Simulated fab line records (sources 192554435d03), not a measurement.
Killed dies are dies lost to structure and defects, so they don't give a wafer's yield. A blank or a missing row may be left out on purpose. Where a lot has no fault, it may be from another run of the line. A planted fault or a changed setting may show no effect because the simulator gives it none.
Struck lot and sound lot, side by side || flow n5 finfet || 28 out of 1938 route steps
Sound: wafers L958.1, L958.3, L958.6. Struck: wafer L960.5 (L960.2, L960.4, from the same lot, were not struck and are left out); the cause is given at the end.
Order at every step that has rows: each side's tool, ch and its chambers, its first start. Under that, the readings that differ: sound wafers || struck wafers || difference of the means || sigmas: that difference in standard deviations of wafers without a fault.
alike: words and numbers the same on both sides, and readings whose means are apart by under 2 such deviations; not compared: readings that were withheld, readings missing a value for some wafer, numbers with overlapping values and no deviation given by the record, and bounds like >300 which may hide the same value.
A row with sigmas, a row that says differs or no value, or rows on one side alone: a step with any of these is where the two part. When numbers do not overlap yet have no deviation, they are printed without sigmas and do not part them. A reading missing from all wafers of one side parts the sides only when that side holds two or more wafers.

first, 9 steps without rows for these wafers: N5_BEOL_M1_COAT_05 (resist thk 30 nm); N5_BEOL_M1_EBR_07; N5_BEOL_M1_SOFTBAKE_06 (time 60 s); N5_BEOL_M1_EXPOSE_08 (exposes mask M1); N5_BEOL_M1_PEB_09 (peb time 60 s); N5_BEOL_M1_DEVELOP_10 (develop time 30 s); N5_BEOL_M1_DESCUM_16 (chemistry O2, time 7 s); N5_BEOL_M1_ETCH_74 (etches underlayer in N2/H2, target depth 6.5 nm, time 5.2 s); N5_BEOL_M1_ETCH_63 (etches SiARC in CF4, target depth 15.6 nm, time 26 s).
N5_BEOL_M1_ETCH_64: etches SOC in N2/H2, target depth 75 nm, overetch 15 nm, time 112.5 s.
  sound on rie diel-02 ch 1,2, day 6 14:26; struck on rie diel-02 ch 1, day 6 23:14
{"reading": "bias w (W)", "sound": "150.2 150.9 150.1", "struck": 149.4, "difference": -1.0, "sigmas": -2}
  alike: chamber pressure mTorr, drypump motor current A, n2 flow sccm, oes product au, rf vpp V, showerhead plenum p Torr, throttle valve pct
  not compared: rf hours counter h
then, 14 steps without rows for these wafers: N5_BEOL_M1_STRIP_65 (strips in N2/H2); N5_BEOL_M1_STRIP_75 (strips in N2/H2); N5_BEOL_M1_STRIP_66 (strips in CF4); N5_BEOL_M1_HM_OPEN_17 (chemistry Cl2/BCl3, target TiN, target depth 20 nm, overetch 6 nm); N5_BEOL_M1_STRIP_19 (strips in O2); N5_BEOL_M1_COAT_67 (time 60 s, resist thk 60 nm); N5_BEOL_M1_COAT_68 (time 60 s, resist thk 12 nm); N5_BEOL_M1_COAT_76 (time 60 s, resist thk 5 nm); N5_BEOL_M1_COAT_22 (resist thk 30 nm); N5_BEOL_M1_EBR_24; N5_BEOL_M1_SOFTBAKE_23 (time 60 s); N5_BEOL_M1_EXPOSE_25 (exposes mask V0, defocus 5 nm, target cd 24 nm); N5_BEOL_M1_PEB_26 (peb time 60 s); N5_BEOL_M1_DEVELOP_27 (develop time 30 s).
N5_BEOL_M1_INSPECT_30: inspects for defects (brightfield).
  struck on defect inspect-02, day 7 00:08; sound on defect inspect-01, day 6 15:13
{"reading": "raw defect count", "sound": "452 438 379", "struck": 1145, "difference": "+722", "sigmas": "+8"}
then, 1 step without rows for these wafers: N5_BEOL_M1_DESCUM_33 (chemistry O2, time 7 s).
-- the record jumps here: 3 days lie between the struck wafers' starts before and after (it left off in module BEOL_M1 and takes up again in module BEOL_M4, whose first step shown is number 1111 of the route) --
N5_BEOL_M4_RC_MEAS_101:
  sound on prober-02 ch 0, day 10 07:56; struck on prober-01 ch 0, day 10 06:14
  alike: DIBL_N, DIBL_P, IOFF_N, IOFF_P, ION_N, ION_P, SS_N, SS_P, VT_N, VT_P
-- record jumps: 5 days separate the struck wafers' starts on either side; left off in module BEOL_M4, taken up again in module PASSIVATION, whose first shown step is the route's number 1936 --
N5_PASSIVATION_PROBE_49:
  struck on prober-02, day 14 20:07; sound on prober-01, day 15 02:16
{"reading": "defect limited yield (%)", "sound": "92.1 94.2 91.9", "struck": 81.9, "difference": -10.8, "sigmas": -7}
{"reading": "killed_at_M0_to_M3", "sound": "33 35 42", "struck": 146, "difference": "+109", "sigmas": "+11"}
{"reading": "killed dies", "sound": "93 68 95", "struck": 213, "difference": "+128", "sigmas": "+7"}
{"reading": "killed on rim", "sound": "5 7 7", "struck": 33, "difference": "+27", "sigmas": "+7"}
{"reading": "killed short", "sound": "41 25 37", "struck": 52, "difference": "+18", "sigmas": "+2"}
{"reading": "sort_bin_5_function (%)", "sound": "5.1 3.0 4.5", "struck": 10.5, "difference": "+6.3", "sigmas": "+6"}
{"reading": "sort_bin_6_memory (%)", "sound": "2.3 2.5 3.2", "struck": 4.4, "difference": "+1.7", "sigmas": "+2"}
{"reading": "sort n pass", "sound": "1087 1112 1085", "struck": 967, "difference": -128, "sigmas": -7}
{"reading": "sort yield pct (%)", "sound": "92.1 94.2 91.9", "struck": 81.9, "difference": -10.8, "sigmas": -7}
  alike: killed_at_M4_up, killed at contacts, killed at front end, killed at other, killed open, sort_bin_4_leakage

WHERE THEY PART
At N5_BEOL_M1_ETCH_64 first; at N5_PASSIVATION_PROBE_49 last (within this record only).

WHY: whatever the simulator had introduced
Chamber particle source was rie diel-02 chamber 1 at N5_BEOL_M1_ETCH_64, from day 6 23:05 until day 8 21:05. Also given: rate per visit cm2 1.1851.
